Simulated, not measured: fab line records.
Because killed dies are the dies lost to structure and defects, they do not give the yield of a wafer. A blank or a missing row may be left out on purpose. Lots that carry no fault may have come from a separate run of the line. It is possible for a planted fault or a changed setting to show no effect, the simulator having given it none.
Split-lot study :: flow n5Finfet :: 39 wafers read from 7 lots, route of 1938 steps

== THE SPLIT ITSELF ==
At N5_BEOL_M11_TRENCH_ETCH_37 (etches SiCOH lowk in C4F6/O2, target depth 148.83 nm, time 48 s), the setting targetDepthA was moved away from the recipe's 1488.3 angstrom on 15 of the 39 wafers read, by +42.0% to +55.9%. For the rest of the wafers, this setting stayed at what the recipe calls for.

== FROM THE SPLIT TO THE READING: what the file shows between them, 11 steps ==
- N5_BEOL_M11_ETCH_41: etches SiCN in CH3F/O2, target depth 42.6 nm, time 86 s
- N5_BEOL_M11_STRIP_77: strips in N2/H2, time 10 s
- N5_BEOL_M11_OCD_MEAS_38
- N5_BEOL_M11_HM_STRIP_39: strips TiN in peroxide tin strip, target depth 25 nm, time 158 s
- N5_BEOL_M11_SRD_40: time 30 s
- N5_BEOL_M11_ECD_50: material Cu, target thk 318 nm
- N5_BEOL_M11_ANNEAL_51: time 90 s
- N5_BEOL_M11_CMP_52: polishes, stops on SiCOH lowk, t overpolish 7 s, target thk 140 nm
- N5_BEOL_M11_THK_MEAS_53: measures by xrf
- N5_BEOL_M11_PRE_CLEAN_55: time 15 s
- N5_BEOL_M11_DEP_56: deposits SiCN from 3MS/NH3, target thk 30 nm, time 10.5 s

== THE READING ==
Measured at N5_BEOL_M11_RS_MEAS_57 by four-point probe: M11_RS, in ohm/sq. Typical for fault-free wafers on this fab line: 0.150 ohm/sq, with standard deviation 0.0044 ohm/sq.

wafer: L074.1
tool, chamber at the split: rieDiel-04, 1
targetDepthA as run, angstrom: 1488.3
against the recipe: recipe
M11_RS, ohm/sq: 0.163
against lot-mates on the recipe: -

wafer: L074.2
tool, chamber at the split: rieDiel-04, 3
targetDepthA as run, angstrom: 1488.3
against the recipe: recipe
M11_RS, ohm/sq: 0.156
against lot-mates on the recipe: -

wafer: L074.3
tool, chamber at the split: rieDiel-04, 2
targetDepthA as run, angstrom: 1488.3
against the recipe: recipe
M11_RS, ohm/sq: 0.156
against lot-mates on the recipe: -

wafer: L074.4
tool, chamber at the split: rieDiel-04, 2
targetDepthA as run, angstrom: 1488.3
against the recipe: recipe
M11_RS, ohm/sq: 0.154
against lot-mates on the recipe: -

wafer: L074.5
tool, chamber at the split: rieDiel-04, 1
targetDepthA as run, angstrom: 1488.3
against the recipe: recipe
M11_RS, ohm/sq: 0.164
against lot-mates on the recipe: -

wafer: L074.6
tool, chamber at the split: rieDiel-04, 3
targetDepthA as run, angstrom: 1488.3
against the recipe: recipe
M11_RS, ohm/sq: 0.153
against lot-mates on the recipe: -

wafer: L077.2
tool, chamber at the split: rieDiel-06, 2
targetDepthA as run, angstrom: 1488.3
against the recipe: recipe
M11_RS, ohm/sq: 0.150
against lot-mates on the recipe: -

wafer: L077.4
tool, chamber at the split: rieDiel-06, 1
targetDepthA as run, angstrom: 1488.3
against the recipe: recipe
M11_RS, ohm/sq: 0.149
against lot-mates on the recipe: -

wafer: L077.6
tool, chamber at the split: rieDiel-06, 2
targetDepthA as run, angstrom: 1488.3
against the recipe: recipe
M11_RS, ohm/sq: 0.151
against lot-mates on the recipe: -

wafer: L080.1
tool, chamber at the split: rieDiel-04, 2
targetDepthA as run, angstrom: 2115
against the recipe: +42.1%
M11_RS, ohm/sq: 0.102
against lot-mates on the recipe: -0.052

wafer: L080.2
tool, chamber at the split: rieDiel-04, 0
targetDepthA as run, angstrom: 1488.3
against the recipe: recipe
M11_RS, ohm/sq: 0.155
against lot-mates on the recipe: -

wafer: L080.3
tool, chamber at the split: rieDiel-04, 3
targetDepthA as run, angstrom: 2115
against the recipe: +42.1%
M11_RS, ohm/sq: 0.103
against lot-mates on the recipe: -0.051

wafer: L080.4
tool, chamber at the split: rieDiel-04, 1
targetDepthA as run, angstrom: 1488.3
against the recipe: recipe
M11_RS, ohm/sq: 0.156
against lot-mates on the recipe: -

wafer: L080.5
tool, chamber at the split: rieDiel-04, 3
targetDepthA as run, angstrom: 1488.3
against the recipe: recipe
M11_RS, ohm/sq: 0.152
against lot-mates on the recipe: -

wafer: L080.6
tool, chamber at the split: rieDiel-04, 0
targetDepthA as run, angstrom: 2115
against the recipe: +42.1%
M11_RS, ohm/sq: 0.105
against lot-mates on the recipe: -0.049

wafer: L087.1
tool, chamber at the split: rieDiel-06, 2
targetDepthA as run, angstrom: 1488.3
against the recipe: recipe
M11_RS, ohm/sq: 0.146
against lot-mates on the recipe: -

wafer: L087.2
tool, chamber at the split: rieDiel-06, 3
targetDepthA as run, angstrom: 2257
against the recipe: +51.6%
M11_RS, ohm/sq: 0.094
against lot-mates on the recipe: -0.054

wafer: L087.3
tool, chamber at the split: rieDiel-06, 1
targetDepthA as run, angstrom: 2257
against the recipe: +51.6%
M11_RS, ohm/sq: 0.089
against lot-mates on the recipe: -0.059

wafer: L087.4
tool, chamber at the split: rieDiel-06, 0
targetDepthA as run, angstrom: 2257
against the recipe: +51.6%
M11_RS, ohm/sq: 0.092
against lot-mates on the recipe: -0.056

wafer: L087.5
tool, chamber at the split: rieDiel-06, 3
targetDepthA as run, angstrom: 1488.3
against the recipe: recipe
M11_RS, ohm/sq: 0.151
against lot-mates on the recipe: -

wafer: L087.6
tool, chamber at the split: rieDiel-06, 0
targetDepthA as run, angstrom: 1488.3
against the recipe: recipe
M11_RS, ohm/sq: 0.146
against lot-mates on the recipe: -

wafer: L090.1
tool, chamber at the split: rieDiel-02, 1
targetDepthA as run, angstrom: 1488.3
against the recipe: recipe
M11_RS, ohm/sq: 0.151
against lot-mates on the recipe: -

wafer: L090.2
tool, chamber at the split: rieDiel-02, 3
targetDepthA as run, angstrom: 2163
against the recipe: +45.3%
M11_RS, ohm/sq: 0.097
against lot-mates on the recipe: -0.050

wafer: L090.3
tool, chamber at the split: rieDiel-02, 2
targetDepthA as run, angstrom: 2163
against the recipe: +45.3%
M11_RS, ohm/sq: 0.097
against lot-mates on the recipe: -0.050

wafer: L090.4
tool, chamber at the split: rieDiel-02, 0
targetDepthA as run, angstrom: 1488.3
against the recipe: recipe
M11_RS, ohm/sq: 0.142
against lot-mates on the recipe: -

wafer: L090.5
tool, chamber at the split: rieDiel-02, 3
targetDepthA as run, angstrom: 2163
against the recipe: +45.3%
M11_RS, ohm/sq: 0.100
against lot-mates on the recipe: -0.047

wafer: L090.6
tool, chamber at the split: rieDiel-02, 2
targetDepthA as run, angstrom: 1488.3
against the recipe: recipe
M11_RS, ohm/sq: 0.148
against lot-mates on the recipe: -

wafer: L095.1
tool, chamber at the split: rieDiel-06, 3
targetDepthA as run, angstrom: 2321
against the recipe: +55.9%
M11_RS, ohm/sq: 0.092
against lot-mates on the recipe: -0.059

wafer: L095.2
tool, chamber at the split: rieDiel-06, 1
targetDepthA as run, angstrom: 2321
against the recipe: +55.9%
M11_RS, ohm/sq: 0.090
against lot-mates on the recipe: -0.061

wafer: L095.3
tool, chamber at the split: rieDiel-06, 0
targetDepthA as run, angstrom: 1488.3
against the recipe: recipe
M11_RS, ohm/sq: 0.149
against lot-mates on the recipe: -

wafer: L095.4
tool, chamber at the split: rieDiel-06, 2
targetDepthA as run, angstrom: 2321
against the recipe: +55.9%
M11_RS, ohm/sq: 0.091
against lot-mates on the recipe: -0.060

wafer: L095.5
tool, chamber at the split: rieDiel-06, 2
targetDepthA as run, angstrom: 1488.3
against the recipe: recipe
M11_RS, ohm/sq: 0.152
against lot-mates on the recipe: -

wafer: L095.6
tool, chamber at the split: rieDiel-06, 3
targetDepthA as run, angstrom: 1488.3
against the recipe: recipe
M11_RS, ohm/sq: 0.152
against lot-mates on the recipe: -

wafer: L096.1
tool, chamber at the split: rieDiel-06, 3
targetDepthA as run, angstrom: 2113
against the recipe: +42.0%
M11_RS, ohm/sq: 0.103
against lot-mates on the recipe: -0.046

wafer: L096.2
tool, chamber at the split: rieDiel-06, 0
targetDepthA as run, angstrom: 1488.3
against the recipe: recipe
M11_RS, ohm/sq: 0.145
against lot-mates on the recipe: -

wafer: L096.3
tool, chamber at the split: rieDiel-06, 2
targetDepthA as run, angstrom: 2113
against the recipe: +42.0%
M11_RS, ohm/sq: 0.100
against lot-mates on the recipe: -0.049

wafer: L096.4
tool, chamber at the split: rieDiel-06, 1
targetDepthA as run, angstrom: 1488.3
against the recipe: recipe
M11_RS, ohm/sq: 0.148
against lot-mates on the recipe: -

wafer: L096.5
tool, chamber at the split: rieDiel-06, 0
targetDepthA as run, angstrom: 2113
against the recipe: +42.0%
M11_RS, ohm/sq: 0.100
against lot-mates on the recipe: -0.049

wafer: L096.6
tool, chamber at the split: rieDiel-06, 3
targetDepthA as run, angstrom: 1488.3
against the recipe: recipe
M11_RS, ohm/sq: 0.153
against lot-mates on the recipe: -

THE FIT
A straight line over all 39 wafers: M11_RS changes by -0.00115 ohm/sq for each +1% of targetDepthA; r = -0.99; the points scatter about the line by 0.0044 ohm/sq.
The same after taking each lot's own level away (the mean of its wafers on the recipe; 39 wafers): -0.00111 ohm/sq for each +1%; r = -0.99; scatter 0.003 ohm/sq.
Per that fit: largest targetDepthA move, reading shift of 0.062 ohm/sq.
Across the lots, their own levels run from 0.1470 to 0.1577 ohm/sq, a range of 2.4 times the standard deviation given above.
So the lot-to-lot level changes the slope little: the two slopes agree.
Check: with one of the wafers moved furthest among these (+55.9%) left out of the fit, the line predicts -0.0623 ohm/sq for it against its lot-mates. Against them it came out at -0.059 ohm/sq.

== THE WHOLE CHAIN: every reading that the file lists as answering this split, in the file's order ==
step: N5_BEOL_M11_TRENCH_ETCH_37
what it does: etches SiCOH lowk in C4F6/O2, target depth 148.83 nm, time 48 s
reading: etch.depthNm (the simulator's own value, which no gauge read)
change (the file's fit): +1.48 nm for each +1% of the setting
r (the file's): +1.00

step: N5_BEOL_M11_TRENCH_ETCH_37
what it does: etches SiCOH lowk in C4F6/O2, target depth 148.83 nm, time 48 s
reading: BEOL_M11.featureDepthNm (the simulator's own value, which no gauge read)
change (the file's fit): +1.48 nm for each +1% of the setting
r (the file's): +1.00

step: N5_BEOL_M11_TRENCH_ETCH_37
what it does: etches SiCOH lowk in C4F6/O2, target depth 148.83 nm, time 48 s
reading: TiN_of_BEOL_M11_HM_DEP_02.thkNm (the simulator's own value, which no gauge read)
change (the file's fit): -0.0431 nm for each +1% of the setting
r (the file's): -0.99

step: N5_BEOL_M11_OCD_MEAS_38
what it does: 
reading: trenchDepthNm
change (the file's fit): +1.48 nm for each +1% of the setting
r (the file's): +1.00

step: N5_BEOL_M11_CMP_52
what it does: polishes, stops on SiCOH lowk, t overpolish 7 s, target thk 140 nm
reading: Cu_of_BEOL_M11_ECD_50.thkNm (the simulator's own value, which no gauge read)
change (the file's fit): +1.48 nm for each +1% of the setting
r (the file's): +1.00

step: N5_BEOL_M11_THK_MEAS_53
what it does: measures by xrf
reading: M11_THK
change (the file's fit): +1.46 for each +1% of the setting
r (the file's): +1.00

step: N5_BEOL_M11_RS_MEAS_57
what it does: measures by four-point-probe
reading: M11_RS
change (the file's fit): -0.00111 for each +1% of the setting
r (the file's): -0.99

== THE FILE'S OWN FIT ==
M11_RS changes by -0.00111 ohm/sq for each +1% of targetDepthA, r = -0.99.
